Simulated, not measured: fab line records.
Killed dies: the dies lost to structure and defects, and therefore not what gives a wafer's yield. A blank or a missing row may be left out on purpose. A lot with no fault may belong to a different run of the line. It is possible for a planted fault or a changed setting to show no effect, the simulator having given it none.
fab line records + flow n5-finfet
record
- lots=4
- wafers=12
- last-day=18
route steps=1938 shown STI_FIN_REVEAL@209 DUMMY_GATE@212 ILD0@338 BEOL_M4@1111
lots with no fault: from the same line, run without faults
start-h: hours from the record's first day to the start of the lot's first wafer shown + wait-h: time in hours since the lot's previous step + " identical to the entry in the row above + L1.1+2: a row that stands for several wafers + - no value, or no start given + * or withheld: withheld + < > ~ a bound
route shown NAME@n: names a module that has steps shown in the file, with the first one's number in the route + usual: the fault-free wafers' mean and standard deviation + same: alike in all rows + chamber/n: place in a boat + sites: each site's reading + _std_site: how widely they spread, as a standard deviation + _edge_site: inner sites' mean taken away from outer sites' mean + radius-mm: for every site, how far away it sits from the centre of the wafer + mask NAME#n: copy n + behind: the tool/chamber that last shaped the wafer + hold: reason for holding the lot/hours on hold/outcome of the hold + device: names the non-switching transistor (n, p or np) + end of line: at the end of the route, the tests of the same wafers + step lacking rows: just its recipe + killed: the dies lost at the first sort to structure and to defects; this is not the yield of the wafer + map: the dies of a wafer, with x for killed, . for not killed, _ for no die there
set.NAME: setting as actually run; set.NAME@STEP: the setting as run at that earlier step + model.NAME: the simulator's own value behind a step, which no gauge read
a table for each step, a row for each wafer; lots at some steps of the route
services: when a tool's chamber went out of use (start-h, in hours from the record's first day, below 0 if earlier), for how many hours, and the reason
## steps
# step N5_STI_FIN_REVEAL_PRECLEAN_18
# recipe
- chemistry=SC2
- time-s=45
- temp-c=35
- mix=1:1:50
# step N5_STI_FIN_REVEAL_SRD_28
# recipe
- dry=ipa-marangoni
- time-s=30
- temp-c=23
- rinse-liquid=diw
# step N5_DUMMY_GATE_PRECLEAN_00
# recipe
- chemistry=O3/DIW
- time-s=60
- temp-c=22
- o3-ppm=10
# step N5_DUMMY_GATE_SRD_01
# recipe
- time-s=30
- temp-c=23
- rinse-liquid=diw
- dry=ipa-marangoni
# step N5_DUMMY_GATE_ALD_02
# recipe
- material=SiO2
- target-thk-a=20
- temp-c=300
- ald-precursor-family=BDEAS
- ald-co-reactant=O2-plasma
- pulse-time-s=1
- pressure-torr=2
# step N5_DUMMY_GATE_CVD_03
# recipe
- material=a-Si
- target-thk-a=1500
- temp-c=530
- precursor=SiH4
- time-s=8042
# step N5_DUMMY_GATE_PRECLEAN_46
# recipe
- chemistry=DIW
- time-s=89.5
- temp-c=23
# step N5_DUMMY_GATE_SRD_47
# recipe
- dry-time-s=32
- dry=n2-spin
- spin-rpm=1500
# step N5_DUMMY_GATE_CMP_04
# recipe
- material=a-Si
- post-cmp-clean=alkaline-brush
# step N5_DUMMY_GATE_HM_DEP_06
# recipe
- material=SiNx
- target-thk-a=800
- precursor=DCS/NH3
- temp-c=700
- pressure-mtorr=300
- time-s=5141
# usual
- spike-tc-centre-C=700.3/0.75
- spike-tc-lower-C=699.8/0.55
- zone-power-bottom-pct=15.6/0.79
| lot.wafer | tool     | chamber | start-h | wait-h | spike-tc-centre-C | spike-tc-lower-C | zone-power-bottom-pct | model.SiNx_of_DUMMY_GATE_HM_DEP_06.thk-nm |
|-----------|----------|---------|---------|--------|-------------------|------------------|-----------------------|-------------------------------------------|
| L407.3    | lpcvd-01 | 0/50    | 92.38   | 0.0    | 699.9             | 700.7            | 16.4                  | 80.4                                      |
| L407.4    | "        | 0/54    | "       | "      | 699.9             | 700.7            | 16.4                  | 80.8                                      |
| L407.5    | "        | 0/59    | "       | "      | 699.9             | 700.7            | 16.4                  | 80                                        |
| L415.2    | lpcvd-01 | 1/45    | 136.81  | 0.0    | 699.8             | 699.4            | 14.7                  | 46                                        |
| L415.3    | "        | 1/50    | "       | "      | 699.8             | 699.4            | 14.7                  | 45.8                                      |
| L415.6    | "        | 1/64    | "       | "      | 699.8             | 699.4            | 14.7                  | 45.4                                      |
| L416.1    | lpcvd-01 | 1/40    | 145.31  | 0.0    | 699.9             | 699.5            | 14.7                  | 45.4                                      |
| L416.2    | "        | 1/45    | "       | "      | 699.9             | 699.5            | 14.7                  | 45.4                                      |
| L416.6    | "        | 1/64    | "       | "      | 699.9             | 699.5            | 14.7                  | 46.2                                      |
| L419.3    | lpcvd-02 | 1/50    | 162.98  | 0.0    | 701.2             | 699.5            | 15.5                  | 80                                        |
| L419.5    | "        | 1/59    | "       | "      | 701.2             | 699.5            | 15.5                  | 79.8                                      |
| L419.6    | "        | 1/64    | "       | "      | 701.2             | 699.5            | 15.5                  | 79.6                                      |
# step N5_DUMMY_GATE_PECVD_30
# recipe
- material=SiO2
- target-thk-a=550
- temp-c=400
- precursor=TEOS/O2
- pressure-torr=6.5
- rf-w=withheld
- teos-flow-sccm=withheld
- gas=O2
- flow-sccm=2650
- time-s=10.8
# step N5_DUMMY_GATE_COAT_34
# recipe
- resist=SOC
- temp-c=250
- time-s=60
- spin-rpm=1500
- resist-thk-nm=60
# step N5_DUMMY_GATE_COAT_35
# recipe
- resist=SiARC
- temp-c=220
- time-s=60
- spin-rpm=1500
- resist-thk-nm=10
# step N5_DUMMY_GATE_COAT_28
# recipe
- resist=underlayer
- temp-c=205
- time-s=60
- spin-rpm=1500
- resist-thk-nm=10
# step N5_DUMMY_GATE_COAT_09
# recipe
- resist=CAR-EUV
- spin-rpm=1500
- resist-thk-nm=30
# step N5_DUMMY_GATE_EBR_11
# recipe
- solvent=PGMEA
- ebr-width-mm=1.5
# step N5_DUMMY_GATE_SOFTBAKE_10
# recipe
- temp-c=110
- time-s=60
- resist=CAR-EUV
# step N5_DUMMY_GATE_EXPOSE_12
# recipe
- mask-id=GATE
- na=0.33
- source-shape=annular
- sigma-inner=0.2
- sigma-outer=0.6
- polarization=unpolarized
- target-cd-nm=25
- dose-mj=34
# step N5_DUMMY_GATE_PEB_13
# recipe
- peb-temp-c=100
- peb-time-s=60
- resist=CAR-EUV
# step N5_DUMMY_GATE_DEVELOP_14
# recipe
- develop-time-s=30
- developer=TMAH
- resist=CAR-EUV
- rinse-liquid=surfactant-rinse
- dry=air-spin
- dev-temp-c=23
# step N5_DUMMY_GATE_DESCUM_20
# recipe
- chemistry=O2
- time-s=6.2
- source-power-w=50
- bias-power-w=20
- pressure-mtorr=20
- rf-frequency-hz=2.712e+07
- temp-c=40
- resist=CAR-EUV
- o2-flow-sccm=225
# step N5_DUMMY_GATE_ETCH_29
# recipe
- chemistry=N2/H2
- target=underlayer
- target-depth-a=130
- ion-energy-ev=200
- pressure-mtorr=30
- source-w=840
- bias-w=150
- n2-flow-sccm=200
- h2-flow-sccm=200
# step N5_DUMMY_GATE_ETCH_36
# recipe
- chemistry=CF4
- target=SiARC
- target-depth-a=130
- pressure-mtorr=40
- source-w=545
- bias-w=36
- Ar_flow_sccm=100
- cf4-flow-sccm=100
- ion-energy-ev=80
# step N5_DUMMY_GATE_ETCH_37
# recipe
- chemistry=N2/H2
- target=SOC
- target-depth-a=600
- overetch-a=300
- temp-c=40
- ion-energy-ev=200
- pressure-mtorr=30
- source-w=840
- bias-w=150
- n2-flow-sccm=200
- h2-flow-sccm=200
# step N5_DUMMY_GATE_STRIP_38
# recipe
- chemistry=N2/H2
- temp-c=40
- n2-flow-sccm=200
- h2-flow-sccm=200
- rf-frequency-hz=6e+07
# step N5_DUMMY_GATE_STRIP_39
# recipe
- chemistry=N2/H2
- temp-c=40
- n2-flow-sccm=200
- h2-flow-sccm=200
- rf-frequency-hz=6e+07
# step N5_DUMMY_GATE_TRIM_49
# recipe
- chemistry=O2
- resist=SOC
- time-s=29
- target-cd-nm=14
- source-power-w=300
- bias-power-w=0
- O2_flow_sccm=100
- temp-c=20
# step N5_DUMMY_GATE_STRIP_40
# recipe
- chemistry=CF4
- resist=SiARC
- power-w=300
- bias-power-w=75
- pressure-mtorr=50
- cf4-flow-sccm=150
- rf-frequency-hz=6e+07
# step N5_DUMMY_GATE_ETCH_31
# recipe
- chemistry=C4F6/O2
- target=SiO2
- mask-material=SOC
- target-depth-a=825
- time-s=27.5
- ion-energy-ev=250
- pressure-mtorr=30
- source-w=345
- bias-w=185
- Ar_flow_sccm=300
- C4F6_flow_sccm=10
- O2_flow_sccm=10
# step N5_DUMMY_GATE_STRIP_41
# recipe
- chemistry=O2
- power-w=400
- temp-c=40
- pressure-mtorr=30
- rf-frequency-hz=6e+07
- bias-power-w=0
- overash-fraction=0.3
- o2-flow-sccm=225
# step N5_DUMMY_GATE_HM_OPEN_21
# recipe
- chemistry=CH3F/O2
- target=SiNx
- target-depth-a=1200
- Ar_flow_sccm=150
- CH3F_flow_sccm=30
- O2_flow_sccm=23
- time-s=171.4
- pressure-mtorr=30
- source-w=395
- bias-w=73
- ion-energy-ev=120.7
# step N5_DUMMY_GATE_ETCH_32
# recipe
- chemistry=CF4
- target=SiO2
- target-depth-a=35
- time-s=3.9
- ion-energy-ev=350
- pressure-mtorr=10
- icp-w=800
- bias-w=400
- cf4-flow-sccm=80
# step N5_DUMMY_GATE_ETCH_23
# recipe
- chemistry=HBr/Cl2/O2
- HBr_flow_sccm=150
- Cl2_flow_sccm=80
- O2_flow_sccm=12
- bias-w=102
- target-depth-a=410
- time-s=22.3
- target=poly-Si
- mask-material=SiO2
- pressure-mtorr=10
- icp-w=800
# step N5_DUMMY_GATE_ETCH_44
# recipe
- chemistry=HBr/O2
- over-etch-frac=0.7
- target-depth-a=1275
- stop-on=SiO2
- ion-energy-ev=60
- bias-w=20
- target=poly-Si
- mask-material=SiO2
- pressure-mtorr=20
- icp-w=400
- HBr_flow_sccm=120
- O2_flow_sccm=10
# step N5_ILD0_CMP_03
# recipe
- stop-on=SiNx
- t-overpolish-s=1.9
- post-cmp-clean=alkaline-brush
- down-force-psi=4.1491
- platen-rpm=51.796
- pad-velocity-m-s=1.0306
- target-thk-nm=197.38
# usual
- motor-current-A=12.2/0.98
- overpolish-run-s=1.900/0.01
- time-to-endpoint-s=73/3.9
| lot.wafer | tool   | chamber | start-h | wait-h | motor-current-A | overpolish-run-s | time-to-endpoint-s | model.SiNx_of_DUMMY_GATE_HM_DEP_06.thk-nm |
|-----------|--------|---------|---------|--------|-----------------|------------------|--------------------|-------------------------------------------|
| L407.3    | cmp-02 | 0       | 111.71  | 0.1    | 11.6            | 1.893            | 74                 | 77.2                                      |
| L407.4    | "      | 1       | "       | "      | 11.0            | 1.893            | 72                 | 77.8                                      |
| L407.5    | "      | 3       | "       | "      | 12.3            | 1.903            | 75                 | 77                                        |
| L415.3    | cmp-01 | 3       | 155.35  | 0.1    | 10.4            | 1.910            | 74                 | 42.8                                      |
| L415.2    | "      | 1       | "       | "      | 13.7            | 1.906            | 73                 | 43                                        |
| L415.6    | "      | 2       | "       | "      | 11.6            | 1.886            | 78                 | 42.4                                      |
| L416.1    | cmp-02 | 0       | 164.34  | 0.1    | 11.7            | 1.908            | 70                 | 42.4                                      |
| L416.2    | "      | 1       | "       | "      | 11.5            | 1.905            | 70                 | 42.4                                      |
| L416.6    | "      | 2       | "       | "      | 13.4            | 1.896            | 72                 | 43.2                                      |
| L419.3    | cmp-02 | 1       | 181.34  | 0.1    | 11.3            | 1.875            | 70                 | 77                                        |
| L419.6    | "      | 3       | "       | "      | 12.0            | 1.909            | 75                 | 76.6                                      |
| L419.5    | "      | 0       | "       | "      | 11.9            | 1.920            | 72                 | 76.8                                      |
# step N5_BEOL_M4_RC_MEAS_101
# usual
- DIBL_N=35.9/1.3
- DIBL_P=35.9/1.5
- IOFF_N=0.152/0.023
- IOFF_P=0.204/0.027
- ION_N=673/9.2
- ION_P=462/6.7
- SS_N=71.4/0.48
- SS_P=73.2/0.55
- VT_N=250.3/2.6
- VT_P=-250.6/3
| lot.wafer | tool      | chamber | start-h | wait-h | DIBL_N[mV/V] | DIBL_P[mV/V] | IOFF_N[nA/um] | IOFF_P[nA/um] | ION_N[uA/um] | ION_P[uA/um] | SS_N[mV/dec] | SS_P[mV/dec] | VT_N[mV] | VT_P[mV] |
|-----------|-----------|---------|---------|--------|--------------|--------------|---------------|---------------|--------------|--------------|--------------|--------------|----------|----------|
| L407.3    | prober-01 | 0       | 238.70  | 0.3    | 36.8         | 36.9         | 0.177         | 0.224         | 676          | 468          | 72.1         | 73.9         | 248.5    | -247.6   |
| L407.4    | "         | 0       | "       | "      | 35.1         | 33.2         | 0.135         | 0.168         | 677          | 460          | 71.1         | 72.8         | 251.2    | -252.3   |
| L407.5    | "         | 0       | "       | "      | 35.4         | 35.3         | 0.148         | 0.201         | 682          | 468          | 71.0         | 73.1         | 249.0    | -251.6   |
| L415.2    | prober-02 | 0       | 276.80  | 0.2    | 36.6         | 36.6         | 0.162         | 0.221         | 684          | 465          | 71.2         | 73.7         | 247.5    | -249.8   |
| L415.3    | "         | 0       | "       | "      | 38.8         | 39.8         | 0.213         | 0.275         | 675          | 467          | 72.0         | 73.3         | 245.2    | -248.3   |
| L415.6    | "         | 0       | "       | "      | 35.9         | 35.9         | 0.141         | 0.203         | 673          | 461          | 71.3         | 72.8         | 250.7    | -249.1   |
| L416.1    | prober-01 | 0       | 302.47  | 0.0    | 35.7         | 35.4         | 0.126         | 0.161         | 666          | 450          | 71.0         | 73.3         | 252.6    | -252.7   |
| L416.2    | "         | 0       | "       | "      | 37.3         | 37.8         | 0.156         | 0.186         | 678          | 459          | 70.8         | 72.8         | 248.4    | -252.4   |
| L416.6    | "         | 0       | "       | "      | 36.9         | 37.2         | 0.146         | 0.183         | 674          | 461          | 71.3         | 72.9         | 247.5    | -251.7   |
| L419.3    | prober-02 | 0       | 305.78  | 0.3    | 35.8         | 36.8         | 0.156         | 0.192         | 682          | 466          | 71.3         | 73.1         | 251.0    | -251.5   |
| L419.5    | "         | 0       | "       | "      | 36.3         | 36.9         | 0.171         | 0.197         | 675          | 458          | 71.6         | 73.2         | 247.3    | -253.1   |
| L419.6    | "         | 0       | "       | "      | 36.4         | 37.0         | 0.172         | 0.190         | 680          | 464          | 71.6         | 73.4         | 247.0    | -253.9   |
## services
| tool   | chamber | start-h | hours | kind   |
|--------|---------|---------|-------|--------|
| cmp-02 | -       | 94.18   | 2.6   | repair |
| cmp-02 | -       | 99.98   | 5.3   | repair |
| cmp-01 | -       | 122.00  | 5.7   | pm     |
| cmp-02 | -       | 139.93  | 1.2   | repair |
| cmp-02 | -       | 149.79  | 7.9   | repair |
## key
first-sign none at tools or gauges
model-effect
- step=N5_DUMMY_GATE_HM_DEP_06
- value=SiNx_of_DUMMY_GATE_HM_DEP_06.thk-nm
- without=79
- struck=45.7
model-effect
- step=N5_ILD0_CMP_03
- value=SiNx_of_DUMMY_GATE_HM_DEP_06.thk-nm
- without=75.97
- struck=42.7
met-at N5_DUMMY_GATE_HM_DEP_06
struck-wafers L415.2,L415.3,L415.6,L416.1,L416.2,L416.6
onset-between 92.38 136.81
fault
- kind=process-parameter-drift
- tool=lpcvd-01
- chamber=-
- onset-h=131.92
- steps=N5_DUMMY_GATE_HM_DEP_06
- channel=time-s
- offset=*
- shape=step
- end-h=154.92
- acts-in=*
- stated=*
